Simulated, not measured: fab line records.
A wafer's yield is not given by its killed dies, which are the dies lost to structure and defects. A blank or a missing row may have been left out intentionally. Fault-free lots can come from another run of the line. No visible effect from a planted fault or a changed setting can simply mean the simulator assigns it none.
Lot-split experiment ; flow n5 finfet ; on a route of 1938 steps: 7 lots, 21 wafers read

== THE SPLIT ==
At N5_BEOL_M5_PECVD_70 (deposits SiO2 from TEOS/O2, target thk 16 nm, time 18 s), the setting temp c was moved away from the recipe's 400 C on 5 of the 21 wafers read, by -1.4% to +2.6%. The other wafers ran this setting at the recipe's value.

Reading taken at the split's own step.

== THE READING ==
SiO2_of_BEOL_M5_PECVD_70.thk nm (the simulator's own value, which no gauge read), in nm, at N5_BEOL_M5_PECVD_70 (deposits SiO2 from TEOS/O2, target thk 16 nm, time 18 s). No usual value for it is given in the file. The 16 wafers here that ran the recipe average 15.9 nm, standard deviation 0.16 nm.

wafer;tool, chamber at the split;temp c as run, C;against the recipe;SiO2_of_BEOL_M5_PECVD_70.thk nm, nm;against lot-mates on the recipe
L074.1;pecvd-03, 2;400;recipe;16;-
L074.2;pecvd-03, 1;400;recipe;15.8;-
L074.6;pecvd-03, 2;400;recipe;16.2;-
L075.1;pecvd-01, 0;400;recipe;16;-
L075.2;pecvd-01, 1;400;recipe;15.8;-
L075.3;pecvd-01, 1;400;recipe;16.2;-
L082.2;pecvd-02, 2;408.4;+2.1%;14.8;-1.0
L082.3;pecvd-02, 1;400;recipe;15.8;-
L082.5;pecvd-02, 2;408.4;+2.1%;15.2;-0.6
L084.2;pecvd-03, 0,1;400;recipe;15.8;-
L084.3;pecvd-03, 0,1;400;recipe;15.8;-
L084.6;pecvd-03, 2;394.3;-1.4%;16.6;+0.8
L087.1;pecvd-01, 2,1,0;400;recipe;15.8;-
L087.2;pecvd-01, 2,1,0;400;recipe;15.8;-
L087.5;pecvd-01, 2,1,0;400;recipe;15.8;-
L085.1;pecvd-01, 0;400;recipe;15.8;-
L085.4;pecvd-01, 1;400;recipe;16;-
L085.6;pecvd-01, 2;400;recipe;16.2;-
L097.1;pecvd-02, 1;400;recipe;16;-
L097.2;pecvd-02, 2;410.4;+2.6%;14.6;-1.4
L097.5;pecvd-02, 0;410.4;+2.6%;15;-1.0
Rows listing several chambers each stand for several wafers; the file does not say which wafer went through which chamber.

THE FIT
A straight line over all 21 wafers: SiO2_of_BEOL_M5_PECVD_70.thk nm changes by -0.44 nm for each +1% of temp c; r = -0.94; the points scatter about the line by 0.17 nm.
The same after taking each lot's own level away (the mean of its wafers on the recipe; 21 wafers): -0.446 nm for each +1%; r = -0.95; scatter 0.16 nm.
That fit puts the effect of the largest move of temp c on the reading at 1.2 nm.
The span of the lots' own levels, 15.80 to 16.00 nm, comes to 1.3 times the standard deviation stated above.
Consequently the slope shifts little with the lot-to-lot level, the two slopes agreeing.
Check: -1.04 nm against its lot-mates is what the line predicts for one of the wafers moved furthest among these (+2.6%) when that wafer is left out of the fit. Against them it came out at -1.4 nm.

== THE OTHER SPLITS THESE WAFERS WENT THROUGH ==
Note: prior to the reading, these wafers also went through further splits. Each is held against what the fit with the lots' levels taken away leaves over:
other split on the same wafers;wafers away from the commonest value;r with SiO2_of_BEOL_M5_PECVD_70.thk nm (lot level and that fit taken away)
N5_BEOL_M4_ETCH_64 bias w;12;-0.24
N5_BEOL_M4_COAT_67 spin rpm;8;+0.10
N5_BEOL_M5_ILD_DEP_00 time s;3;-0.19

== FILE'S OWN FIT ==
SiO2_of_BEOL_M5_PECVD_70.thk nm changes by -0.45 nm for each +1% of temp c, r = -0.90.
